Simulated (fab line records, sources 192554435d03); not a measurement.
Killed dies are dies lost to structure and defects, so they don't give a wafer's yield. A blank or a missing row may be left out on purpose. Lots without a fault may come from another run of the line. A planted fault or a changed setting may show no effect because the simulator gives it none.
Chamber matching | flow n5_finfet | N5_FIN_SAQP_HM_DEP_72 on pecvd-01: 3 sister chambers
The step deposits SiO2 from SiH4/N2O, target thk 12 nm, time 7.2 s. 6 wafers are shown with their chamber, then 10 later ones without.

WAFERS WITH THEIR CHAMBER
wafer  | chamber | showerhead_plenum_p_Torr (Torr) | heater_power_w (W)
L083.5 | 2       | 8.08                            | 686
L085.6 | 2       | 8.09                            | 666
L086.1 | 0       | 8.04                            | 748
L086.5 | 0       | 8.01                            | 756
L087.2 | 1       | 8.20                            | 782
L087.4 | 1       | 8.20                            | 769

WAFERS WITHOUT THEIR CHAMBER
wafer  | showerhead_plenum_p_Torr (Torr) | heater_power_w (W)
L087.5 | 8.09                            | 700
L093.2 | 8.08                            | 648
L093.3 | 8.20                            | 938
L093.4 | 8.19                            | 929
L095.2 | 8.03                            | 780
L095.4 | 8.19                            | 920
L095.6 | 8.05                            | 764
L097.1 | 8.09                            | 690
L097.3 | 8.20                            | 926
L097.5 | 8.03                            | 769

WHICH CHAMBER EACH WENT THROUGH
wafer  | from the rows above | in truth
L087.5 | 2                   | 2
L093.2 | 2                   | 2
L093.3 | 1                   | 1
L093.4 | 1                   | 1
L095.2 | 0                   | 0
L095.4 | 1                   | 1
L095.6 | 0                   | 0
L097.1 | 2                   | 2
L097.3 | 1                   | 1
L097.5 | 0                   | 0
Placed correctly: 10 of 10. Can't be placed from these rows: 0. Placed wrongly: 0.
How it was worked out, from the rows above alone: a wafer's distance from a chamber is the root of the sum, over the readings, of the square of ((its reading less the chamber's mean) divided by the reading's scatter). The wafer belongs to the nearest chamber; if the next one is less than 2 further off, it can't be placed. A chamber's mean is the mean of its shown wafers. The scatter: the root of (the sum of the squares of (reading less its chamber's mean) over the shown wafers, divided by (wafers less chambers)).
